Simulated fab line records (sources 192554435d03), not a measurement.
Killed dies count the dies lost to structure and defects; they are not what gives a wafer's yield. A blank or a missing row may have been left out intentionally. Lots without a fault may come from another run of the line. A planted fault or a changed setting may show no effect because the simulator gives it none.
Lot-split experiment + flow n5 finfet + route with 1938 steps; 7 lots, 39 wafers read

ABOUT THE SPLIT
At N5_BEOL_M3_TRENCH_ETCH_37 (etches SiOC in C4F6/O2, target depth 55.555 nm, time 29.2 s), the setting target depth a was moved away from the recipe's 555.55 angstrom on 15 of the 39 wafers read, by -40.0% to +22.2%. All remaining wafers had this setting at the recipe value.

FROM THE SPLIT TO THE READING: what the file shows between them, 2 steps
- N5_BEOL_M3_ETCH_41: etches SiCN in CH3F/O2, target depth 29.9 nm, time 52.5 s
- N5_BEOL_M3_STRIP_97: strips in N2/H2, time 10 s

THE READING
trench depth nm, in nm, at N5_BEOL_M3_OCD_MEAS_38. On this fab line, fault-free wafers typically give 55.6 nm with a standard deviation of 1 nm.

| wafer  | tool, chamber at the split | target depth a as run, angstrom | against the recipe | trench depth nm, nm | against lot-mates on the recipe |
|--------|----------------------------|---------------------------------|--------------------|---------------------|---------------------------------|
| L074.2 | rie diel-02, 2             | 555.55                          | recipe             | 55.4                | -                               |
| L074.4 | rie diel-02, 3             | 555.55                          | recipe             | 54.4                | -                               |
| L074.6 | rie diel-02, 3             | 555.55                          | recipe             | 54.5                | -                               |
| L076.1 | rie diel-04, 0             | 333.6                           | -40.0%             | 33.9                | -22.1                           |
| L076.2 | rie diel-04, 3             | 333.6                           | -40.0%             | 33.1                | -22.9                           |
| L076.3 | rie diel-04, 2             | 555.55                          | recipe             | 57.0                | -                               |
| L076.4 | rie diel-04, 1             | 555.55                          | recipe             | 55.0                | -                               |
| L076.5 | rie diel-04, 1             | 333.6                           | -40.0%             | 33.2                | -22.8                           |
| L076.6 | rie diel-04, 0             | 555.55                          | recipe             | 56.0                | -                               |
| L079.1 | rie diel-04, 1             | 340.4                           | -38.7%             | 33.9                | -22.8                           |
| L079.2 | rie diel-04, 2             | 555.55                          | recipe             | 57.5                | -                               |
| L079.3 | rie diel-04, 0             | 340.4                           | -38.7%             | 34.3                | -22.4                           |
| L079.4 | rie diel-04, 3             | 340.4                           | -38.7%             | 33.4                | -23.3                           |
| L079.5 | rie diel-04, 2             | 555.55                          | recipe             | 57.0                | -                               |
| L079.6 | rie diel-04, 1             | 555.55                          | recipe             | 55.6                | -                               |
| L083.1 | rie diel-02, 2             | 648.2                           | +16.7%             | 64.2                | +9.0                            |
| L083.2 | rie diel-02, 3             | 648.2                           | +16.7%             | 64.9                | +9.7                            |
| L083.3 | rie diel-02, 0             | 555.55                          | recipe             | 55.9                | -                               |
| L083.4 | rie diel-02, 1             | 555.55                          | recipe             | 54.5                | -                               |
| L083.5 | rie diel-02, 3             | 648.2                           | +16.7%             | 65.8                | +10.6                           |
| L083.6 | rie diel-02, 2             | 555.55                          | recipe             | 55.3                | -                               |
| L088.1 | rie diel-04, 1             | 642.8                           | +15.7%             | 63.1                | +7.3                            |
| L088.2 | rie diel-04, 3             | 555.55                          | recipe             | 55.5                | -                               |
| L088.3 | rie diel-04, 0             | 642.8                           | +15.7%             | 65.8                | +10.0                           |
| L088.4 | rie diel-04, 2             | 642.8                           | +15.7%             | 66.4                | +10.6                           |
| L088.5 | rie diel-04, 2             | 555.55                          | recipe             | 57.3                | -                               |
| L088.6 | rie diel-04, 3             | 555.55                          | recipe             | 54.7                | -                               |
| L092.1 | rie diel-02, 2             | 555.55                          | recipe             | 54.9                | -                               |
| L092.2 | rie diel-02, 3             | 555.55                          | recipe             | 55.8                | -                               |
| L092.3 | rie diel-02, 0             | 555.55                          | recipe             | 56.4                | -                               |
| L092.4 | rie diel-02, 1             | 555.55                          | recipe             | 55.5                | -                               |
| L092.5 | rie diel-02, 2             | 555.55                          | recipe             | 54.8                | -                               |
| L092.6 | rie diel-02, 3             | 555.55                          | recipe             | 56.0                | -                               |
| L093.1 | rie diel-04, 2             | 555.55                          | recipe             | 57.7                | -                               |
| L093.2 | rie diel-04, 3             | 678.9                           | +22.2%             | 66.5                | +9.6                            |
| L093.3 | rie diel-04, 1             | 555.55                          | recipe             | 55.5                | -                               |
| L093.4 | rie diel-04, 0             | 678.9                           | +22.2%             | 69.7                | +12.8                           |
| L093.5 | rie diel-04, 1             | 678.9                           | +22.2%             | 67.2                | +10.3                           |
| L093.6 | rie diel-04, 2             | 555.55                          | recipe             | 57.4                | -                               |

THE FIT
A straight line over all 39 wafers: trench depth nm changes by +0.561 nm for each +1% of target depth a; r = +0.99; the points scatter about the line by 1 nm.
The same after taking each lot's own level away (the mean of its wafers on the recipe; 39 wafers): +0.567 nm for each +1%; r = +1.00; scatter 1 nm.
According to that fit, moving target depth a by its largest amount changes the reading by 23 nm.
From 54.77 to 56.87 nm: that is the span of the lots' own levels, equal to 2.1 times the standard deviation above.
The two slopes agree, so the slope changes little with the lot-to-lot level.
Check: for one of the wafers moved furthest among these (-40.0%), held out of the fit, the line's prediction against its lot-mates is -22.9 nm. It came out at -22.1 nm against them.

OTHER SPLITS ON THESE WAFERS
Other splits were also applied to these wafers ahead of the reading. Each is held against what the fit with the lots' levels taken away leaves over:
| other split on the same wafers         | wafers away from the commonest value | r with trench depth nm (lot level and that fit taken away) |
|----------------------------------------|--------------------------------------|------------------------------------------------------------|
| N5_BEOL_M0_SAQP_HM_DEP_02 target thk a | 15                                   | -0.17                                                      |
| N5_BEOL_M2_DESCUM_33 time s            | 18                                   | -0.22                                                      |

THE WHOLE CHAIN: every reading that the file lists as answering this split, in the file's order
| step                      | what it does                                                | reading                                                                          | change (the file's fit)                | r (the file's) |
|---------------------------|-------------------------------------------------------------|----------------------------------------------------------------------------------|----------------------------------------|----------------|
| N5_BEOL_M3_TRENCH_ETCH_37 | etches SiOC in C4F6/O2, target depth 55.555 nm, time 29.2 s | etch.depth nm (the simulator's own value, which no gauge read)                   | +0.567 nm for each +1% of the setting  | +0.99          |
| N5_BEOL_M3_TRENCH_ETCH_37 | etches SiOC in C4F6/O2, target depth 55.555 nm, time 29.2 s | BEOL_M3.feature depth nm (the simulator's own value, which no gauge read)        | +0.567 nm for each +1% of the setting  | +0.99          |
| N5_BEOL_M3_TRENCH_ETCH_37 | etches SiOC in C4F6/O2, target depth 55.555 nm, time 29.2 s | TiN_of_BEOL_M3_HM_DEP_02.thk nm (the simulator's own value, which no gauge read) | -0.0231 nm for each +1% of the setting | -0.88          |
| N5_BEOL_M3_OCD_MEAS_38    |                                                             | trench depth nm                                                                  | +0.568 nm for each +1% of the setting  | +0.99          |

THE FILE'S OWN FIT
trench depth nm changes by +0.568 nm for each +1% of target depth a, r = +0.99.
